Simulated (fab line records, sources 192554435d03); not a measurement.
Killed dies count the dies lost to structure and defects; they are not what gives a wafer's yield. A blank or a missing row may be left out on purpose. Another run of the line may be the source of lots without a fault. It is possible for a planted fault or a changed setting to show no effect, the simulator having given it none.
Chamber matching    flow n5-finfet    N5_BEOL_M0_SAQP_CUT_ETCH_46 on rie-diel-01: 4 sister chambers
The step etches SOC in N2/H2, target depth 135 nm, overetch 27 nm, time 202.5 s. 4 wafers are shown with their chamber, then 9 later ones without.

== WAFERS, EACH WITH ITS CHAMBER ==
wafer   chamber  drypump-motor-current-A (A)
L074.5  0        6.1
L089.1  1        6.3
L090.4  3        6.0
L090.5  2        5.1

== WAFERS WITH NO CHAMBER GIVEN ==
wafer   drypump-motor-current-A (A)
L091.2  6.3
L091.3  5.1
L091.6  6.3
L093.1  6.4
L093.2  6.0
L093.5  6.3
L095.1  6.3
L095.3  5.2
L095.6  6.3

== CHAMBER TAKEN BY EACH ==
wafer   from the rows above  in truth
L091.2  1                    1
L091.3  2                    2
L091.6  1                    1
L093.1  1                    1
L093.2  3                    3
L093.5  1                    1
L095.1  1                    1
L095.3  2                    2
L095.6  1                    1
Placed correctly: 9 of 9. Not placeable from these rows: 0. Placed wrongly: 0.
How it was worked out, from the rows above alone: a wafer's distance from a chamber is the root of the sum, over the readings, of the square of ((its reading less the chamber's mean) divided by the reading's scatter). The wafer belongs to the nearest chamber; if the next one is less than 2 further off, it can't be placed. A chamber's mean is the mean of its shown wafers. The scatter: root of mean squared gap, hidden wafer to nearest shown wafer, with one shown wafer a chamber.
